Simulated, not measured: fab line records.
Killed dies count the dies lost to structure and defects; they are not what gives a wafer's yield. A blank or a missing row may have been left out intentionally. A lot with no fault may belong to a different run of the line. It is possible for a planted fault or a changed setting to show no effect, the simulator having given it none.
Matching of chambers + flow n5-finfet + rie-diel-03 running N5_ZERO_LAYER_ETCH_17: 4 sister chambers
The step etches SiO2 in CF4, target depth 12 nm, time 13.3 s. 16 wafers are shown with their chamber, then 8 later ones without.

WAFERS, EACH WITH ITS CHAMBER
| wafer  | chamber | drypump-motor-current-A (A) | showerhead-plenum-p-Torr (Torr) | rf-vpp-V (V) |
|--------|---------|-----------------------------|---------------------------------|--------------|
| L075.2 | 3       | 5.3                         | 2.19                            | 951          |
| L075.4 | 0       | 5.5                         | 2.14                            | 949          |
| L075.6 | 0       | 5.5                         | 2.14                            | 948          |
| L077.1 | 2       | 5.0                         | 2.25                            | 955          |
| L077.2 | 0       | 5.5                         | 2.14                            | 949          |
| L077.5 | 0       | 5.6                         | 2.14                            | 950          |
| L078.1 | 0       | 5.6                         | 2.14                            | 948          |
| L078.3 | 2       | 5.0                         | 2.25                            | 956          |
| L078.4 | 2       | 5.0                         | 2.25                            | 955          |
| L079.1 | 1       | 6.1                         | 2.06                            | 943          |
| L079.2 | 2       | 5.0                         | 2.25                            | 956          |
| L079.6 | 2       | 5.0                         | 2.25                            | 954          |
| L085.3 | 0       | 5.5                         | 2.14                            | 949          |
| L085.4 | 3       | 5.3                         | 2.18                            | 950          |
| L085.6 | 2       | 5.0                         | 2.24                            | 955          |
| L089.2 | 3       | 5.3                         | 2.18                            | 953          |

SIGNATURES, as means of the wafers listed above
| reading                  | chamber 0 | chamber 1 | chamber 2 | chamber 3 | scatter within a chamber |
|--------------------------|-----------|-----------|-----------|-----------|--------------------------|
| drypump-motor-current-A  | 5.533     | 6.100     | 5.000     | 5.300     | 0.0333                   |
| showerhead-plenum-p-Torr | 2.1400    | 2.0600    | 2.2483    | 2.1833    | 0.00354                  |
| rf-vpp-V                 | 948.83    | 943.00    | 955.17    | 951.33    | 0.928                    |
Rule: a wafer lies at a distance from a chamber equal to the root of the sum of squares, over the readings, of (its reading less the chamber's mean, divided by the reading's scatter). If the next closest chamber is less than 2 further off than the closest, the wafer can't be placed; otherwise it belongs to the closest. The scatter is the square root of a quotient: the sum, over the shown wafers, of each reading's squared deviation from its chamber's mean, divided by wafers minus chambers.

WAFERS WITH NO CHAMBER GIVEN
| wafer  | drypump-motor-current-A (A) | showerhead-plenum-p-Torr (Torr) | rf-vpp-V (V) |
|--------|-----------------------------|---------------------------------|--------------|
| L089.4 | 5.6                         | 2.14                            | 949          |
| L089.5 | 6.1                         | 2.06                            | 943          |
| L091.1 | 5.3                         | 2.18                            | 951          |
| L091.3 | 5.0                         | 2.24                            | 954          |
| L091.4 | 6.1                         | 2.06                            | 943          |
| L095.1 | 5.3                         | 2.18                            | 952          |
| L095.4 | 5.0                         | 2.24                            | 954          |
| L095.6 | 5.5                         | 2.13                            | 948          |

WHICH CHAMBER EACH ONE RAN IN
| wafer  | from the rows above | in truth |
|--------|---------------------|----------|
| L089.4 | 0                   | 0        |
| L089.5 | 1                   | 1        |
| L091.1 | 3                   | 3        |
| L091.3 | 2                   | 2        |
| L091.4 | 1                   | 1        |
| L095.1 | 3                   | 3        |
| L095.4 | 2                   | 2        |
| L095.6 | 0                   | 0        |
Correctly placed: 8 of 8. Not placeable from these rows: 0. Number placed wrongly: 0.
